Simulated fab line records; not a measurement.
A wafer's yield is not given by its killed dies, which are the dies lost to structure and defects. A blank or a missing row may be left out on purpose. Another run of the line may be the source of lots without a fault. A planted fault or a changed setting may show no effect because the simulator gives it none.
A lot that was struck, set against a sound lot || flow nandHarc || 40 out of 1302 route steps
Sound: these wafers, L550.4, L550.5, L550.6. Wafers struck: L545.1, L545.4, L545.5. Last of all comes the cause.
Per side, at each step with rows, come the tool, then ch with its chambers, and then its first start. Under that, the readings that differ: sound wafers || struck wafers || difference of the means || sigmas: that difference in standard deviations of wafers without a fault.
alike: readings whose means differ by less than 2 such deviations, and words and numbers that are the same on both sides. not compared: withheld readings, readings that some wafer has no value for, bounds like >300 that may hide the same value, and numbers for which the record gives no deviation and whose values overlap.
Wherever a step has rows on one side only, a row that says differs or no value, or a row with sigmas, the two part there. Numbers that have no deviation but don't overlap get no sigmas and don't part them. A reading that every wafer of one side lacks parts them only if that side has two wafers or more.

first, 1 step without rows for these wafers: NHARC_A_CONTACT_ETCH_138 (etches the open film in C4F8/O2/Ar, time 311 s, target depth 1914 nm).
NHARC_A_CONTACT_ETCH_139: etches the open film in C4F8/O2/Ar, time 195 s, target depth 840 nm.
  sound on harCapEtch-01 ch 0,1, day 27 22:54; struck on harCapEtch-01 ch 0,1, day 26 13:08
  alike: oesAirLineAu
  not compared: rfHoursCounterH
NHARC_A_CONTACT_ETCH_92: etches the open film in CH3F/O2, target depth 40 nm, time 85.7 s.
  sound on rieDiel-05 ch 0,1,2, day 27 23:26; struck on rieDiel-08 ch 1,2,3, day 26 13:42
  alike: biasW, drypumpMotorCurrentA, oesProductAu, rfFwdPowerW, rfVppV, showerheadPlenumPTorr, throttleValvePct
  not compared: rfHoursCounterH
NHARC_A_CONTACT_ETCH_98: etches the open film in C4F6/O2, target depth 20 nm, time 10 s.
  sound on rieDiel-05 ch 0,1,2, day 27 23:32; struck on rieDiel-08 ch 0,3
  alike: biasW, c4f6FlowSccm, drypumpMotorCurrentA, oesProductAu, rfFwdPowerW, rfVppV, showerheadPlenumPTorr, throttleValvePct
  not compared: rfHoursCounterH
NHARC_A_CONTACT_CD_MEAS_15:
  sound: cdSem-02 at day 27 23:38; struck: cdSem-01 at day 26 13:54
  alike: cdNm
then, 7 steps without rows for these wafers: NHARC_A_CONTACT_STRIP_107 (strips in N2/H2); NHARC_A_CONTACT_STRIP_108 (strips in CF4/CHF3); NHARC_A_CONTACT_STRIP_109 (strips in O2/COS); NHARC_A_CONTACT_ETCH_110 (etches the open film in CF4/O2, target depth 60 nm, overetch 6 nm, time 33 s); NHARC_A_CONTACT_STRIP_26 (strips in O2); NHARC_A_CONTACT_STRIP_27 (strips in post etch residue remover, time 600 s); NHARC_A_CONTACT_ALD_18 (deposits TiN, target thk 3 nm, pulse time 1 s, ald cycles 150).
NHARC_A_CONTACT_CVD_19: deposits W, target thk 300 nm, time 802 s.
  sound on cvdW-01 ch 0,1, day 28 01:14; struck on cvdW-02 ch 0,1, day 26 15:08
  alike: heaterPowerW, throttleValvePct
then, 12 steps without rows for these wafers: NHARC_A_CONTACT_CMP_20 (polishes, t overpolish 30 s, target thk 300 nm); NHARC_A_CONTACT_SRD_22; NHARC_A_BLC_DEHYDRATE_00 (time 120 s); NHARC_A_BLC_HMDS_01 (time 30 s); NHARC_A_BLC_COAT_02 (time 75 s); NHARC_A_BLC_COAT_03 (time 65 s); NHARC_A_BLC_COAT_04 (resist thk 90 nm); NHARC_A_BLC_SOFTBAKE_05 (time 55 s); NHARC_A_BLC_EBR_06; NHARC_A_BLC_EXPOSE_07 (exposes mask A BLC, target cd 100 nm); NHARC_A_BLC_PEB_08 (peb time 65 s); NHARC_A_BLC_DEVELOP_09 (develop time 35 s).
NHARC_A_BLC_CD_MEAS_10: target cd 100 nm.
  sound on cdSem-01 ch 0, day 28 02:32; struck on cdSem-02 ch 0, day 26 16:49
  alike: cdNm
NHARC_A_BLC_OVL_MEAS_11:
  sound: overlay-01 at day 28 02:37; struck: overlay-02 at day 26 16:53
  alike: overlayXNm, overlayYNm
then, 4 steps without rows for these wafers: NHARC_A_BLC_DESCUM_15 (chemistry O2, time 3 s); NHARC_A_BLC_ETCH_16 (etches the open film in CF4, target depth 39 nm, time 65 s); NHARC_A_BLC_ETCH_17 (etches the open film in N2/H2, target depth 390 nm, time 609.38 s); NHARC_A_BLC_ETCH_18 (etches the open film in C4F8/O2/Ar, target depth 910 nm).
NHARC_A_BLC_CD_MEAS_19:
  sound: cdSem-02 at day 28 03:56; struck: cdSem-02 at day 26 17:58
  alike: cdNm
then, 3 steps without rows for these wafers: NHARC_A_BLC_STRIP_29 (strips in CF4); NHARC_A_BLC_STRIP_21 (strips in O2); NHARC_A_BLC_STRIP_22 (strips in post etch residue remover, time 600 s).
NHARC_A_BLC_DEGAS_30: time 60 s.
  sound: pvdSputter-01 at day 28 04:35; struck: pvdSputter-01 at day 26 18:34
  alike: heaterPowerW
then, 2 steps without rows for these wafers: NHARC_A_BLC_PRE_CLEAN_31 (time 15 s); NHARC_A_BLC_PVD_32 (deposits Ti, target thk 5 nm, time 17.7 s).
NHARC_A_BLC_ALD_23: deposits TiN, target thk 3 nm, pulse time 1 s, ald cycles 150.
  sound on aldMetal-03 ch 0,2,3, day 28 04:52; struck on aldMetal-03 ch 0,1,3, day 26 18:49
  alike: heaterPowerW, precursorPulseHeightRel
NHARC_END_SORT_01:
  at this point the record logs the struck wafers (prober-02 ch 0, day 28 14:04) and has no rows for the sound ones

WHERE THEY PART
Within this record, at NHARC_END_SORT_01 only.

WHY: what the simulator had put in
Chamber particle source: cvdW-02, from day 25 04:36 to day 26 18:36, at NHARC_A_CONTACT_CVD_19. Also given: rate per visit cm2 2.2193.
